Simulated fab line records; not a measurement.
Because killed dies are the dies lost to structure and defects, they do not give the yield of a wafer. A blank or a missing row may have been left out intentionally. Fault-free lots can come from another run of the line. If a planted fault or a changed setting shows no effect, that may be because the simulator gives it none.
Split-lot trial    flow n5_finfet    39 wafers read from 7 lots, route of 1938 steps

== THE SPLIT ITSELF ==
At N5_MOL_CONTACT_COAG_ALD_133 (deposits SiO2, target thk 5 nm, pulse time 1 s, co reactant pulse time 1 s), the setting ald_cycles was moved away from the recipe's 35 on 15 of the 39 wafers read, by -34.3% to +48.6%. For the rest of the wafers, this setting stayed at what the recipe calls for.

Reading taken at the split's own step.

== THE READING ==
SiO2_of_MOL_CONTACT_COAG_ALD_133.thk_nm (the simulator's own value, which no gauge read), in nm, at N5_MOL_CONTACT_COAG_ALD_133 (deposits SiO2, target thk 5 nm, pulse time 1 s, co reactant pulse time 1 s). There is no usual value for it anywhere in the file.

wafer   tool, chamber at the split  ald_cycles as run  against the recipe  SiO2_of_MOL_CONTACT_COAG_ALD_133.thk_nm, nm  against lot-mates on the recipe
L074.2  ald_sin-04, 0,3,2           35                 recipe              5                                            -
L074.5  ald_sin-04, 0,3,2           35                 recipe              5                                            -
L074.6  ald_sin-04, 0,3,2           35                 recipe              5                                            -
L082.1  ald_sin-03, 0,3,0           35                 recipe              5                                            -
L082.3  ald_sin-03, 0,3,0           35                 recipe              5                                            -
L082.5  ald_sin-03, 0,3,0           35                 recipe              5                                            -
L082.2  ald_sin-03, 1,2             47                 +34.3%              6.8                                          +1.8
L082.4  ald_sin-03, 1,2             47                 +34.3%              6.8                                          +1.8
L082.6  ald_sin-03, 1               47                 +34.3%              6.6                                          +1.6
L084.1  ald_sin-02, 3,2,1,0,0,1     35                 recipe              5                                            -
L084.2  ald_sin-02, 3,2,1,0,0,1     35                 recipe              5                                            -
L084.3  ald_sin-02, 3,2,1,0,0,1     35                 recipe              5                                            -
L084.4  ald_sin-02, 3,2,1,0,0,1     35                 recipe              5                                            -
L084.5  ald_sin-02, 3,2,1,0,0,1     35                 recipe              5                                            -
L084.6  ald_sin-02, 3,2,1,0,0,1     35                 recipe              5                                            -
L085.1  ald_sin-03, 2               44                 +25.7%              6.4                                          +1.4
L085.6  ald_sin-03, 2               44                 +25.7%              6.4                                          +1.4
L085.2  ald_sin-03, 1,3,1           35                 recipe              5                                            -
L085.4  ald_sin-03, 1,3,1           35                 recipe              5                                            -
L085.5  ald_sin-03, 1,3,1           35                 recipe              5                                            -
L085.3  ald_sin-03, 0               44                 +25.7%              6.2                                          +1.2
L086.1  ald_sin-02, 0,2,1           35                 recipe              5                                            -
L086.5  ald_sin-02, 0,2,1           35                 recipe              5                                            -
L086.6  ald_sin-02, 0,2,1           35                 recipe              5                                            -
L086.2  ald_sin-02, 3,1,2           52                 +48.6%              7.4                                          +2.4
L086.3  ald_sin-02, 3,1,2           52                 +48.6%              7.4                                          +2.4
L086.4  ald_sin-02, 3,1,2           52                 +48.6%              7.4                                          +2.4
L089.1  ald_sin-02, 0,1,2           46                 +31.4%              6.6                                          +1.6
L089.5  ald_sin-02, 0,1,2           46                 +31.4%              6.6                                          +1.6
L089.6  ald_sin-02, 0,1,2           46                 +31.4%              6.6                                          +1.6
L089.2  ald_sin-02, 3,1,2           35                 recipe              5                                            -
L089.3  ald_sin-02, 3,1,2           35                 recipe              5                                            -
L089.4  ald_sin-02, 3,1,2           35                 recipe              5                                            -
L091.1  ald_sin-03, 1,0,3           23                 -34.3%              3.4                                          -1.6
L091.2  ald_sin-03, 1,0,3           23                 -34.3%              3.4                                          -1.6
L091.4  ald_sin-03, 1,0,3           23                 -34.3%              3.4                                          -1.6
L091.3  ald_sin-03, 2,0,1           35                 recipe              5                                            -
L091.5  ald_sin-03, 2,0,1           35                 recipe              5                                            -
L091.6  ald_sin-03, 2,0,1           35                 recipe              5                                            -
The file does not say which wafer passed through which chamber wherever a row lists several chambers: such a row stands for several wafers.

FIT RESULTS
A straight line over all 39 wafers: SiO2_of_MOL_CONTACT_COAG_ALD_133.thk_nm changes by +0.0493 nm for each +1% of ald_cycles; r = +1.00; the points scatter about the line by 0.049 nm.
The same after taking each lot's own level away (the mean of its wafers on the recipe; 39 wafers): +0.0493 nm for each +1%; r = +1.00; scatter 0.049 nm.
According to that fit, moving ald_cycles by its largest amount changes the reading by 2.4 nm.
The lots' own levels span 5.00 to 5.00 nm.
The two slopes agree, so the slope changes little with the lot-to-lot level.
Check: +2.41 nm against its lot-mates is what the line predicts for one of the wafers moved furthest among these (+48.6%) when that wafer is left out of the fit. It came out at +2.4 nm against them.

== OTHER SPLITS ON THESE WAFERS ==
Other splits were also applied to these wafers ahead of the reading. Each is held against what the fit with the lots' levels taken away leaves over:
other split on the same wafers                  wafers away from the commonest value  r with SiO2_of_MOL_CONTACT_COAG_ALD_133.thk_nm (lot level and that fit taken away)
N5_ZERO_LAYER_DEVELOP_10 develop_time_s         12                                    -0.12
N5_PMOS_HMC_CHANNEL_EPI_ETCH_38 target_depth_a  12                                    -0.14
N5_STI_FIN_REVEAL_ALD_00 target_thk_a           9                                     +0.14

== THE FILE'S OWN FIT ==
SiO2_of_MOL_CONTACT_COAG_ALD_133.thk_nm changes by +0.0496 nm for each +1% of ald_cycles, r = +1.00.
